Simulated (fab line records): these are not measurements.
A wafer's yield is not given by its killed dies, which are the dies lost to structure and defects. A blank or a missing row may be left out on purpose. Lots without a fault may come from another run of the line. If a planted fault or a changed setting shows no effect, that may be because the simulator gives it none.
Chamber matching ; flow nandHarc ; NHARC_A_BLC_STRIP_29 on rieDiel-05 has 4 sister chambers
The step strips in CF4. 30 wafers are shown with their chamber, then 12 later ones without.

WAFERS, EACH WITH ITS CHAMBER
wafer;chamber;showerheadPlenumPTorr (Torr);drypumpMotorCurrentA (A);rfVppV (V)
L074.2;0;1.79;5.2;59.3
L074.5;2;1.71;6.3;58.6
L074.6;1;1.85;5.7;61.7
L077.1;3;1.83;6.0;60.8
L077.2;1;1.85;5.7;59.1
L077.5;1;1.85;5.7;61.2
L078.2;3;1.83;6.0;60.1
L078.3;1;1.85;5.7;60.2
L078.6;0;1.78;5.2;59.1
L079.3;1;1.85;5.7;59.9
L079.4;0;1.78;5.2;59.2
L079.5;1;1.85;5.7;59.6
L075.1;1;1.85;5.7;61.1
L075.2;2;1.71;6.3;61.0
L075.3;3;1.83;6.1;60.8
L084.1;1;1.85;5.7;60.4
L084.2;3;1.83;6.0;60.1
L084.6;3;1.83;6.0;60.9
L086.1;2;1.70;6.4;59.2
L086.3;3;1.83;6.0;60.1
L086.5;3;1.83;6.0;61.3
L090.1;3;1.83;6.0;59.9
L090.3;2;1.70;6.4;59.6
L090.6;3;1.83;6.0;58.5
L089.1;0;1.78;5.2;60.1
L089.4;3;1.83;6.0;61.7
L089.5;3;1.83;6.0;58.0
L091.1;0;1.78;5.2;60.5
L091.3;1;1.85;5.7;59.1
L091.5;1;1.85;5.7;61.0

SIGNATURES, as means of the wafers listed above
reading;chamber 0;chamber 1;chamber 2;chamber 3;scatter within a chamber
showerheadPlenumPTorr;1.7820;1.8500;1.7050;1.8300;0.00263
drypumpMotorCurrentA;5.200;5.700;6.350;6.009;0.0271
rfVppV;59.640;60.330;59.600;60.200;0.973
Rule: distance of a wafer from a chamber = root of the sum over the readings of ((wafer's reading minus chamber's mean) / reading's scatter) squared. If the next closest chamber is less than 2 further off than the closest, the wafer can't be placed; otherwise it belongs to the closest. The scatter: take each reading less its chamber's mean, square it, sum over the shown wafers, divide by the number of wafers less the number of chambers, and take the root.

WAFERS WHOSE CHAMBER IS MISSING
wafer;showerheadPlenumPTorr (Torr);drypumpMotorCurrentA (A);rfVppV (V)
L091.2;1.83;6.0;59.0
L091.4;1.70;6.3;59.3
L091.6;1.78;5.2;58.4
L096.1;1.84;5.7;61.1
L096.3;1.70;6.3;58.9
L096.5;1.82;6.0;62.0
L094.1;1.82;6.0;59.9
L094.4;1.84;5.7;59.5
L094.5;1.78;5.2;59.2
L097.1;1.70;6.3;58.5
L097.3;1.78;5.2;58.0
L097.6;1.70;6.4;59.6

CHAMBER TAKEN BY EACH
wafer;from the rows above;in truth
L091.2;3;3
L091.4;2;2
L091.6;0;0
L096.1;1;1
L096.3;2;2
L096.5;3;3
L094.1;3;3
L094.4;1;1
L094.5;0;0
L097.1;2;2
L097.3;0;0
L097.6;2;2
12 of 12 placed correctly. Number that these rows cannot place: 0. Wrongly placed: 0.
